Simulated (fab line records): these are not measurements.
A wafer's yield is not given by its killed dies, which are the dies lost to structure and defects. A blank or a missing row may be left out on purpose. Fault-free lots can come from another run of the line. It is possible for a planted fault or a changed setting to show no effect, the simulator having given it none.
Matching of chambers || flow nand-harc || NHARC_A_STAIRCASE_DESCUM_11 on rie-diel-01 has 4 sister chambers
The step chemistry O2, time 3 s. 22 wafers are shown with their chamber, then 11 later ones without.

EACH WAFER AND ITS CHAMBER
{"wafer": "L080.3", "chamber": 2, "showerhead-plenum-p-Torr (Torr)": 1.80, "drypump-motor-current-A (A)": 5.9, "oes-product-au (a.u.)": 0.995}
{"wafer": "L080.5", "chamber": 1, "showerhead-plenum-p-Torr (Torr)": 1.96, "drypump-motor-current-A (A)": 4.8, "oes-product-au (a.u.)": 1.010}
{"wafer": "L080.6", "chamber": 0, "showerhead-plenum-p-Torr (Torr)": 1.87, "drypump-motor-current-A (A)": 5.7, "oes-product-au (a.u.)": 0.998}
{"wafer": "L081.1", "chamber": 1, "showerhead-plenum-p-Torr (Torr)": 1.96, "drypump-motor-current-A (A)": 4.8, "oes-product-au (a.u.)": 1.004}
{"wafer": "L081.3", "chamber": 0, "showerhead-plenum-p-Torr (Torr)": 1.87, "drypump-motor-current-A (A)": 5.6, "oes-product-au (a.u.)": 1.005}
{"wafer": "L081.5", "chamber": 1, "showerhead-plenum-p-Torr (Torr)": 1.96, "drypump-motor-current-A (A)": 4.8, "oes-product-au (a.u.)": 0.999}
{"wafer": "L082.4", "chamber": 3, "showerhead-plenum-p-Torr (Torr)": 1.80, "drypump-motor-current-A (A)": 5.3, "oes-product-au (a.u.)": 1.005}
{"wafer": "L082.5", "chamber": 1, "showerhead-plenum-p-Torr (Torr)": 1.96, "drypump-motor-current-A (A)": 4.8, "oes-product-au (a.u.)": 1.000}
{"wafer": "L082.6", "chamber": 2, "showerhead-plenum-p-Torr (Torr)": 1.80, "drypump-motor-current-A (A)": 5.9, "oes-product-au (a.u.)": 0.998}
{"wafer": "L085.3", "chamber": 0, "showerhead-plenum-p-Torr (Torr)": 1.87, "drypump-motor-current-A (A)": 5.7, "oes-product-au (a.u.)": 1.009}
{"wafer": "L085.4", "chamber": 1, "showerhead-plenum-p-Torr (Torr)": 1.95, "drypump-motor-current-A (A)": 4.8, "oes-product-au (a.u.)": 1.006}
{"wafer": "L085.5", "chamber": 1, "showerhead-plenum-p-Torr (Torr)": 1.95, "drypump-motor-current-A (A)": 4.8, "oes-product-au (a.u.)": 1.010}
{"wafer": "L086.2", "chamber": 3, "showerhead-plenum-p-Torr (Torr)": 1.80, "drypump-motor-current-A (A)": 5.3, "oes-product-au (a.u.)": 1.002}
{"wafer": "L086.5", "chamber": 1, "showerhead-plenum-p-Torr (Torr)": 1.95, "drypump-motor-current-A (A)": 4.8, "oes-product-au (a.u.)": 1.000}
{"wafer": "L086.6", "chamber": 2, "showerhead-plenum-p-Torr (Torr)": 1.80, "drypump-motor-current-A (A)": 5.9, "oes-product-au (a.u.)": 1.001}
{"wafer": "L089.3", "chamber": 1, "showerhead-plenum-p-Torr (Torr)": 1.95, "drypump-motor-current-A (A)": 4.8, "oes-product-au (a.u.)": 0.995}
{"wafer": "L089.5", "chamber": 0, "showerhead-plenum-p-Torr (Torr)": 1.87, "drypump-motor-current-A (A)": 5.7, "oes-product-au (a.u.)": 0.999}
{"wafer": "L089.6", "chamber": 3, "showerhead-plenum-p-Torr (Torr)": 1.80, "drypump-motor-current-A (A)": 5.2, "oes-product-au (a.u.)": 1.018}
{"wafer": "L091.2", "chamber": 3, "showerhead-plenum-p-Torr (Torr)": 1.80, "drypump-motor-current-A (A)": 5.3, "oes-product-au (a.u.)": 1.007}
{"wafer": "L091.3", "chamber": 1, "showerhead-plenum-p-Torr (Torr)": 1.95, "drypump-motor-current-A (A)": 4.8, "oes-product-au (a.u.)": 0.997}
{"wafer": "L091.4", "chamber": 2, "showerhead-plenum-p-Torr (Torr)": 1.79, "drypump-motor-current-A (A)": 5.9, "oes-product-au (a.u.)": 0.993}
{"wafer": "L092.1", "chamber": 3, "showerhead-plenum-p-Torr (Torr)": 1.80, "drypump-motor-current-A (A)": 5.3, "oes-product-au (a.u.)": 1.007}

SIGNATURES (averages over the wafers above)
{"reading": "showerhead-plenum-p-Torr", "chamber 0": 1.8700, "chamber 1": 1.9544, "chamber 2": 1.7975, "chamber 3": 1.8000, "scatter within a chamber": 0.00406}
{"reading": "drypump-motor-current-A", "chamber 0": 5.675, "chamber 1": 4.800, "chamber 2": 5.900, "chamber 3": 5.280, "scatter within a chamber": 0.0293}
{"reading": "oes-product-au", "chamber 0": 1.00275, "chamber 1": 1.00233, "chamber 2": 0.99675, "chamber 3": 1.00780, "scatter within a chamber": 0.00528}
Rule: a wafer's distance from a chamber is the root of the sum, over the readings, of the square of ((its reading less the chamber's mean) divided by the reading's scatter). If the next closest chamber is less than 2 further off than the closest, the wafer can't be placed; otherwise it belongs to the closest. The scatter: the root of (the sum of the squares of (reading less its chamber's mean) over the shown wafers, divided by (wafers less chambers)).

WAFERS MISSING THEIR CHAMBER
{"wafer": "L092.2", "showerhead-plenum-p-Torr (Torr)": 1.86, "drypump-motor-current-A (A)": 5.7, "oes-product-au (a.u.)": 0.995}
{"wafer": "L092.5", "showerhead-plenum-p-Torr (Torr)": 1.86, "drypump-motor-current-A (A)": 5.7, "oes-product-au (a.u.)": 1.004}
{"wafer": "L093.2", "showerhead-plenum-p-Torr (Torr)": 1.95, "drypump-motor-current-A (A)": 4.8, "oes-product-au (a.u.)": 1.000}
{"wafer": "L093.3", "showerhead-plenum-p-Torr (Torr)": 1.86, "drypump-motor-current-A (A)": 5.7, "oes-product-au (a.u.)": 0.984}
{"wafer": "L093.4", "showerhead-plenum-p-Torr (Torr)": 1.79, "drypump-motor-current-A (A)": 5.9, "oes-product-au (a.u.)": 0.988}
{"wafer": "L094.2", "showerhead-plenum-p-Torr (Torr)": 1.86, "drypump-motor-current-A (A)": 5.7, "oes-product-au (a.u.)": 1.005}
{"wafer": "L094.4", "showerhead-plenum-p-Torr (Torr)": 1.94, "drypump-motor-current-A (A)": 4.8, "oes-product-au (a.u.)": 1.007}
{"wafer": "L094.5", "showerhead-plenum-p-Torr (Torr)": 1.79, "drypump-motor-current-A (A)": 5.9, "oes-product-au (a.u.)": 1.010}
{"wafer": "L097.1", "showerhead-plenum-p-Torr (Torr)": 1.79, "drypump-motor-current-A (A)": 5.9, "oes-product-au (a.u.)": 1.007}
{"wafer": "L097.2", "showerhead-plenum-p-Torr (Torr)": 1.86, "drypump-motor-current-A (A)": 5.7, "oes-product-au (a.u.)": 1.006}
{"wafer": "L097.5", "showerhead-plenum-p-Torr (Torr)": 1.86, "drypump-motor-current-A (A)": 5.7, "oes-product-au (a.u.)": 1.002}

EACH ONE'S CHAMBER
{"wafer": "L092.2", "from the rows above": 0, "in truth": 0}
{"wafer": "L092.5", "from the rows above": 0, "in truth": 0}
{"wafer": "L093.2", "from the rows above": 1, "in truth": 1}
{"wafer": "L093.3", "from the rows above": 0, "in truth": 0}
{"wafer": "L093.4", "from the rows above": 2, "in truth": 2}
{"wafer": "L094.2", "from the rows above": 0, "in truth": 0}
{"wafer": "L094.4", "from the rows above": 1, "in truth": 1}
{"wafer": "L094.5", "from the rows above": 2, "in truth": 2}
{"wafer": "L097.1", "from the rows above": 2, "in truth": 2}
{"wafer": "L097.2", "from the rows above": 0, "in truth": 0}
{"wafer": "L097.5", "from the rows above": 0, "in truth": 0}
11 of 11 placed correctly. Can't be placed from these rows: 0. Wrongly placed: 0.
